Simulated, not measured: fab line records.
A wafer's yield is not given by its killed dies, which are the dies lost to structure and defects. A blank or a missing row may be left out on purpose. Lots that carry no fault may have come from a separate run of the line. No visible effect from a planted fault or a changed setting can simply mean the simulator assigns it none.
What tool caused it? -- flow n5Finfet -- 27 wafers from 9 lots sampled at 6 of the route's 1938 steps

## WHAT THE GAUGES SHOWED, per wafer
N5_START_INSPECT_01: inspects for defects (unpatterned scan). Usual: rawDefectCount 6.0, standard deviation 2.4.
lot,measured,on,rawDefectCount,flag
L118,day 1 12:02,defectInspect-02,3 6 7,
L119,day 1 18:02,defectInspect-02,6 5 5,
L123,day 2 18:02,defectInspect-02,8 6 5,
L124,day 3 00:02,defectInspect-01,7 3 4,
L125,day 3 06:02,defectInspect-02,4 9 4,
L129,day 4 06:02,defectInspect-02,5 5 7,
L138,day 6 12:02,defectInspect-02,4 5 10,
L140,day 7 00:02,defectInspect-01,4 3 3,
L141,day 7 06:02,defectInspect-01,4 8 6,

N5_ZERO_LAYER_CD_MEAS_11: target cd 2000 nm. Usual: cdNm 2000.1 nm, standard deviation 1.5.
lot,measured,on,cdNm (nm),flag
L118,day 1 12:39,cdSem-01,2000.9 2001.5 2000.9,
L119,day 1 18:46,cdSem-01,2002.9 2002.1 2000.2,
L123,day 2 18:46,cdSem-01,2000.3 2002.0 2000.7,
L124,day 3 00:38,cdSem-02,1999.0 2001.3 2000.0,
L125,day 3 06:38,cdSem-01,1998.7 1998.6 1999.6,
L129,day 4 06:40,cdSem-01,2000.2 1998.8 1998.6,
L138,day 6 12:46,cdSem-03,1999.3 1996.5 1998.0,
L140,day 7 00:46,cdSem-02,2000.2 1999.0 1996.9,
L141,day 7 06:38,cdSem-02,1996.5 1998.4 1999.6,

N5_BEOL_M4_RC_MEAS_101. Usual: DIBL_N 35.8 mV/V, standard deviation 1.5; DIBL_P 35.8 mV/V, standard deviation 1.7; IOFF_N 0.151 nA/um, standard deviation 0.022; IOFF_P 0.204 nA/um, standard deviation 0.027; ION_N 673 uA/um, standard deviation 8.6; ION_P 462 uA/um, standard deviation 5.4; SS_N 71.4 mV/dec, standard deviation 0.54; SS_P 73.3 mV/dec, standard deviation 0.56; VT_N 250.5 mV, standard deviation 2.6; VT_P -251 mV, standard deviation 3.1.
lot,measured,on,DIBL_N (mV/V),DIBL_P (mV/V),IOFF_N (nA/um),IOFF_P (nA/um),ION_N (uA/um),ION_P (uA/um),SS_N (mV/dec),SS_P (mV/dec),VT_N (mV),VT_P (mV),flag
L118,day 8 06:47,prober-01,38.2 35.8 35.6,37.5 35.9 35.2,0.189 0.159 0.153,0.202 0.170 0.171,675 684 670,452 457 454,71.7 71.4 71.3,74.4 73.3 73.4,250.0 247.6 249.0,-250 -254 -253,
L119,day 9 03:01,prober-01,36.7 38.6 35.3,36.4 38.9 34.2,0.153 0.196 0.126,0.202 0.240 0.182,689 686 673,467 472 462,71.5 71.4 70.3,73.5 74.0 72.3,251.2 245.2 252.9,-252 -247 -250,
L123,day 9 13:22,prober-02,35.3 35.6 35.8,34.4 34.9 35.2,0.133 0.142 0.139,0.209 0.221 0.221,668 658 658,463 460 464,71.6 71.7 71.1,73.5 73.2 72.9,251.0 251.5 251.9,-248 -250 -248,
L124,day 9 21:02,prober-01,35.9 37.2 34.3,35.1 35.1 32.0,0.147 0.158 0.118,0.208 0.207 0.164,672 672 659,461 460 457,71.2 72.3 71.1,73.5 73.6 72.1,249.1 249.3 252.1,-250 -251 -254,
L125,day 9 23:50,prober-01,33.4 36.2 33.5,32.7 36.8 33.2,0.110 0.159 0.118,0.178 0.238 0.193,655 675 662,458 467 460,71.1 71.8 71.7,72.8 73.8 72.7,256.1 250.2 255.2,-254 -249 -249,
L129,day 11 01:07,prober-02,36.6 34.6 35.2,37.6 35.6 35.7,0.159 0.127 0.128,0.189 0.160 0.156,673 670 653,456 459 455,72.3 71.2 70.8,73.7 73.6 73.2,249.8 254.3 255.9,-254 -256 -258,
L138,day 13 08:37,prober-02,37.3 37.9 36.8,36.4 36.9 36.5,0.142 0.149 0.144,0.227 0.240 0.223,665 675 667,462 470 467,72.2 71.3 71.2,74.1 73.2 73.3,252.5 251.5 251.5,-248 -247 -249,
L140,day 13 16:02,prober-02,35.6 36.6 36.2,34.9 36.5 35.5,0.128 0.145 0.137,0.158 0.184 0.164,664 664 670,450 461 460,71.2 71.8 70.7,72.5 72.6 73.4,251.8 250.5 250.4,-256 -252 -254,
L141,day 14 08:23,prober-01,35.3 36.9 35.5,34.7 36.3 35.1,0.133 0.159 0.136,0.178 0.211 0.187,662 670 660,455 460 458,70.6 71.9 71.2,72.8 74.2 72.3,254.3 251.2 253.6,-255 -252 -252,

## WHAT TOOL EACH LOT RAN ON (gives the tool, then ch and the chambers of the sampled wafers, and finally the start)
lot,N5_ZERO_LAYER_PECVD_02,N5_ZERO_LAYER_ETCH_17,N5_ZERO_LAYER_STRIP_24
L118,"pecvd-03 ch 0,1, day 1 12:17","rieDiel-02 ch 1,2, day 1 12:52","plasmaAsher-01 ch 0,1, day 1 13:04"
L119,"pecvd-03 ch 1,2, day 1 18:17","rieDiel-02 ch 0,1,2, day 1 19:08","plasmaAsher-02 ch 0,1, day 1 19:22"
L123,"pecvd-03 ch 0,2, day 2 18:17","rieDiel-02 ch 0,1,3, day 2 18:55","plasmaAsher-01 ch 0,1, day 2 19:07"
L124,"pecvd-03 ch 0,2, day 3 00:17","rieDiel-01 ch 0,2,3, day 3 00:43","plasmaAsher-02 ch 0, day 3 00:53"
L125,"pecvd-03 ch 0,1,2, day 3 06:17","rieDiel-02 ch 0,2,3, day 3 06:45","plasmaAsher-01 ch 0,1, day 3 06:55"
L129,"pecvd-01 ch 0, day 4 06:17","rieDiel-02 ch 0,1,2, day 4 06:49","plasmaAsher-02 ch 0,1, day 4 07:00"
L138,"pecvd-04 ch 1,2, day 6 12:17","rieDiel-03 ch 0,2,3, day 6 12:50","plasmaAsher-01 ch 0,1, day 6 13:01"
L140,"pecvd-03 ch 0,2, day 7 00:17","rieDiel-03 ch 1,2,3, day 7 01:11","plasmaAsher-02 ch 0,1, day 7 01:22"
L141,"pecvd-01 ch 0,1,2, day 7 06:17","rieDiel-01 ch 0,1,2, day 7 06:43","plasmaAsher-02 ch 0, day 7 06:53"
- N5_ZERO_LAYER_PECVD_02: deposits SiO2 from SiH4/N2O, target thk 10 nm, time 6 s.
- N5_ZERO_LAYER_ETCH_17: etches SiO2 in CF4, target depth 12 nm, time 13.3 s.
- N5_ZERO_LAYER_STRIP_24: strips in O2.

## WHAT THE TOOLS THEMSELVES READ (means of the sampled wafers that have a number; where no wafer has one, the mark that the record gives instead)
N5_ZERO_LAYER_PECVD_02. Usual: heaterPowerW 804 W, standard deviation 66; showerheadPlenumPTorr 8.16 Torr, standard deviation 0.12.
lot,tool,heaterPowerW (W),showerheadPlenumPTorr (Torr),flag
L118,pecvd-03,840,8.02,
L119,pecvd-03,743,8.04,
L123,pecvd-03,808,8.13,
L124,pecvd-03,845,8.07,
L125,pecvd-03,789,8.06,
L129,pecvd-01,801,8.24,
L138,pecvd-04,801,8.17,
L140,pecvd-03,833,8.07,
L141,pecvd-01,794,8.20,

N5_ZERO_LAYER_ETCH_17. Usual: drypumpMotorCurrentA 6.0 A, standard deviation 0.43; oesProductAu 0.79 a.u., standard deviation 0.075; rfVppV 948 V, standard deviation 4.5; showerheadPlenumPTorr 2.13 Torr, standard deviation 0.072; throttleValvePct 15.70 %, standard deviation 0.23.
lot,tool,drypumpMotorCurrentA (A),oesProductAu (a.u.),rfVppV (V),showerheadPlenumPTorr (Torr),throttleValvePct (%),flag
L118,rieDiel-02,6.4,0.79,944,2.06,15.65,
L119,rieDiel-02,6.4,0.78,947,2.12,15.65,
L123,rieDiel-02,5.9,0.83,948,2.13,15.63,
L124,rieDiel-01,5.8,0.76,950,2.17,15.82,
L125,rieDiel-02,6.2,0.77,947,2.11,15.71,
L129,rieDiel-02,6.4,0.84,947,2.11,15.69,
L138,rieDiel-03,5.8,0.81,952,2.19,15.61,
L140,rieDiel-03,5.9,0.78,947,2.12,15.57,
L141,rieDiel-01,5.9,0.80,949,2.15,15.87,

N5_ZERO_LAYER_STRIP_24. Usual: drypumpMotorCurrentA 5.6 A, standard deviation 0.35; heaterPowerW 337 W, standard deviation 23; oesProductAu 0.647 a.u., standard deviation 0.0044; stripTimeToEndpointS 43.88 s, standard deviation 0.096.
lot,tool,drypumpMotorCurrentA (A),heaterPowerW (W),oesProductAu (a.u.),stripTimeToEndpointS (s),flag
L118,plasmaAsher-01,5.4,321,0.646,43.78,
L119,plasmaAsher-02,5.7,357,0.644,43.83,
L123,plasmaAsher-01,5.2,324,0.647,43.74,
L124,plasmaAsher-02,5.9,321,0.646,44.05,
L125,plasmaAsher-01,5.2,325,0.651,43.93,
L129,plasmaAsher-02,5.7,358,0.647,43.72,
L138,plasmaAsher-01,5.2,325,0.645,43.88,
L140,plasmaAsher-02,5.8,335,0.646,43.94,
L141,plasmaAsher-02,5.9,327,0.645,43.91,

## THE ANSWER, worked out from the rows above alone
Rule: take the mean of a lot's wafers that have a number; if it is more than 3 standard deviations from the usual mean, the lot is off. Also off: a lot with no number at a reading for which 4 or more lots have one. The other lots that the step has rows for count as sound. First the gauges in route order, then the tools' own readings, where a lot's mean is used as printed above. At the first step where some lot is off, the reading lying furthest off is the one used; lots without a number count as furthest.
Nothing can be told from this: no lot is off at any reading shown.

## WHAT THE SIMULATOR PUT IN
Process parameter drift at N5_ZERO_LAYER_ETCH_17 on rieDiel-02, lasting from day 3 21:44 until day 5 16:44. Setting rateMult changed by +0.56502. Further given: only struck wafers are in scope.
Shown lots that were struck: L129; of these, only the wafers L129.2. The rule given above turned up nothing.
